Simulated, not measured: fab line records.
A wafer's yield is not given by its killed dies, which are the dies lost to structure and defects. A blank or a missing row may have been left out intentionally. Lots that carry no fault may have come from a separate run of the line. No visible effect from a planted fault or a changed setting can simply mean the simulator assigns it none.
Struck lot and sound lot, side by side + flow n5Finfet + 15 steps out of a route of 1938
Sound: these wafers, L850.1, L850.4, L850.5. Struck: wafer L855.4; the same lot's L855.5 was not struck, so it is left out; see the end for the cause.
Order at every step that has rows: each side's tool, ch and its chambers, its first start. Under that, the readings that differ: sound wafers + struck wafers + difference of the means + sigmas: that difference in standard deviations of wafers without a fault.
alike: same words and numbers on both sides, and readings whose means sit less than 2 such deviations apart. not compared: any withheld reading, any reading some wafer has no value for, any bound like >300 that may hide the same value, and any number with overlapping values for which the record gives no deviation.
A row with sigmas, a row that says differs or no value, or rows on one side alone: a step with any of these is where the two part. Numbers that have no deviation but don't overlap get no sigmas and don't part them. A reading that every wafer of one side lacks parts them only if that side has two wafers or more.

first, 7 steps without rows for these wafers: N5_PASSIVATION_COAT_04; N5_PASSIVATION_EBR_06; N5_PASSIVATION_SOFTBAKE_05 (time 90 s); N5_PASSIVATION_EXPOSE_07 (exposes mask TV, defocus 0 nm, target cd 3000 nm); N5_PASSIVATION_PEB_08; N5_PASSIVATION_DEVELOP_09 (develop time 60 s); N5_PASSIVATION_HARDBAKE_11 (time 120 s).
N5_PASSIVATION_CD_MEAS_10: target cd 3000 nm.
  sound on cdSem-02 ch 0, day 14 10:10; struck on cdSem-02 ch 0, day 15 02:55
  alike: cdNm
N5_PASSIVATION_OVL_MEAS_60:
  sound on overlay-02 ch 0, day 14 10:11; struck on overlay-02 ch 0, day 15 02:57
  alike: TV_OVL
N5_PASSIVATION_INSPECT_61: inspects for defects (macro).
  sound on defectInspect-02, day 14 10:13; struck on defectInspect-01, day 15 02:58
  alike: rawDefectCount
N5_PASSIVATION_DESCUM_12: chemistry O2, time 7.9 s.
  sound on rieDiel-02 ch 0,2, day 14 10:15; struck on rieDiel-06 ch 3, day 15 03:10
| reading             | sound          | struck | difference | sigmas |
|---------------------|----------------|--------|------------|--------|
| oesProductAu (a.u.) | 0.88 1.00 1.00 | 0.79   | -0.17      | -2     |
  alike: drypumpMotorCurrentA, rfVppV, showerheadPlenumPTorr, throttleValvePct
  not compared: rfHoursCounterH
N5_PASSIVATION_PASS_ETCH_74: etches SiNx in CF4/O2, target depth 220 nm, time 110 s.
  sound on rieDiel-02 ch 0,2, day 14 10:19; struck on rieDiel-06 ch 3, day 15 03:14
  alike: drypumpMotorCurrentA, oesProductAu, rfVppV, showerheadPlenumPTorr, throttleValvePct
  not compared: rfHoursCounterH
N5_PASSIVATION_VIA_ETCH_13: etches SiO2 in CHF3/O2, target depth 660 nm, time 330 s.
  sound on rieDiel-02 ch 0,2, day 14 10:25; struck on rieDiel-06 ch 3, day 15 03:20
| reading           | sound       | struck | difference | sigmas |
|-------------------|-------------|--------|------------|--------|
| etchRfOnTimeS (s) | 233 232 234 | 150    | -83        | -20    |
  alike: drypumpMotorCurrentA, oesProductAu, rfVppV, showerheadPlenumPTorr, throttleValvePct
  not compared: rfHoursCounterH
N5_PASSIVATION_STRIP_14: strips in O2.
  sound on rieDiel-02 ch 0,2, day 14 10:36; struck on rieDiel-06 ch 3, day 15 03:31
| reading             | sound          | struck | difference | sigmas |
|---------------------|----------------|--------|------------|--------|
| oesProductAu (a.u.) | 0.86 0.99 1.00 | 0.78   | -0.17      | -2     |
  alike: drypumpMotorCurrentA, rfVppV, showerheadPlenumPTorr, throttleValvePct
  not compared: rfHoursCounterH
then, 1 step without rows for these wafers: N5_PASSIVATION_PROBE_49.

## WHERE THEY PART
First at N5_PASSIVATION_DESCUM_12; last, within this record, at N5_PASSIVATION_STRIP_14.

WHY: what the simulator had put in
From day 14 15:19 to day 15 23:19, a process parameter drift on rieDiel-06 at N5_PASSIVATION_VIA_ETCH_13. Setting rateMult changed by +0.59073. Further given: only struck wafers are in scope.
